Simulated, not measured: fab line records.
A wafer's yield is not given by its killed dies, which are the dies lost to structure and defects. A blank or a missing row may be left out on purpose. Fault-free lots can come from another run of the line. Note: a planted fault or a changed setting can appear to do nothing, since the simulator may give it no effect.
Problem report, 8D (eight disciplines) form, completed by code | flow n5-finfet | the parts of the form that need people (team, actions taken, sign-off) are left out

## 1. WHAT WENT WRONG
Mean M15_THK at N5_BEOL_M15_THK_MEAS_50: 1252 nm over 3 wafers in 2 lots; fault-free wafers: 852 nm, standard deviation 15. That is +27 standard deviations from the usual mean.
The step: measures by xrf.
Earliest sighting: wafer L490.1 on film-metro-01 at day 14 10:19. The record has a number at this step for 28 wafers belonging to 10 lots. By rule, "out" or "out of limits" means more than 4 standard deviations away from the usual mean. The other wafers with a number count as sound.

## 2. WHAT IT IS AND WHAT IT IS NOT
question                    | is                           | is not
which readings at this step | M15_THK                      | -
which lots                  | L490, L492                   | L482, L486, L487, L494, L500, L501, L502, L503
which wafers of those lots  | L490.1, L492.1, L492.3       | L490.2
read on which gauges        | film-metro-01, film-metro-02 | -
when                        | from day 14 10:19            | up to then (10 sound wafers); but 15 sound wafers of L494, L500, L501, L502, L503 came after

## 3. THE SUSPECTS, EACH WITH WHAT RULES IT OUT
Counting: a tool at a process step up to the reading stays a suspect if it ran every lot that is out. Sound lots after the first of them don't rule it out here, since some wafers of a struck lot are sound.
- ruled out: the gauge at N5_BEOL_M15_THK_MEAS_50. 2 gauges (film-metro-01, film-metro-02) read the wafers that are out.
- rie-diel-02 at N5_BEOL_M15_TRENCH_ETCH_34 (etches SiO2 in C4F8/O2/Ar, target depth 872.93 nm, time 199 s): kept. Every lot that is out went through it, the first being L490 (day 14 05:05); the last sound lot it ran before that was L486 (day 12 19:22).
Left after counting: rie-diel-02 at N5_BEOL_M15_TRENCH_ETCH_34.

## 4. THE CAUSE (what the simulator had put in)
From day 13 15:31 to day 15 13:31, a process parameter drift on rie-diel-02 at N5_BEOL_M15_TRENCH_ETCH_34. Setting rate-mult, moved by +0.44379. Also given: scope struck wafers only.
Only this tool survived the counting.

## 5. SEQUENCE OF EFFECTS, ordered by route
Each row: a reading whose mean over the struck wafers that have a number lies more than 3 standard deviations from the usual. Only readings whose record carries a usual standard deviation are examined. hours: median over the lots of the time between each lot's start at the first step of this table that gives one and its start at this step. sigmas: the change, counted in usual standard deviations.
hours | step                       | reading        | usual         | on struck wafers | change  | sigmas
0     | N5_BEOL_M15_TRENCH_ETCH_34 | oes-product-au | 0.74 a.u.     | 0.95             | +0.21   | +3.4
9     | N5_BEOL_M15_THK_MEAS_50    | M15_THK        | 852 nm        | 1252             | +400    | +27
9     | N5_BEOL_M15_RS_MEAS_54     | M15_RS         | 0.0218 ohm/sq | 0.0148           | -0.0070 | -20
Here are the process steps it includes:
- N5_BEOL_M15_TRENCH_ETCH_34: etches SiO2 in C4F8/O2/Ar, target depth 872.93 nm, time 199 s.

## 6. WHAT WOULD HAVE CAUGHT IT SOONER
19 hours passed between the start of the fault at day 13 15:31 and the first reading out of limits at a measuring or inspecting step in this record, taken at day 14 10:19.
The tool's own readings at N5_BEOL_M15_TRENCH_ETCH_34 were out on some of the struck wafers (oes-product-au): an alarm limit on them would have fired on those.
L492, from the lots that are out (2), started N5_BEOL_M15_TRENCH_ETCH_34 on rie-diel-02 later than day 14 10:19. A tool hold placed at that time would have kept it from harm.
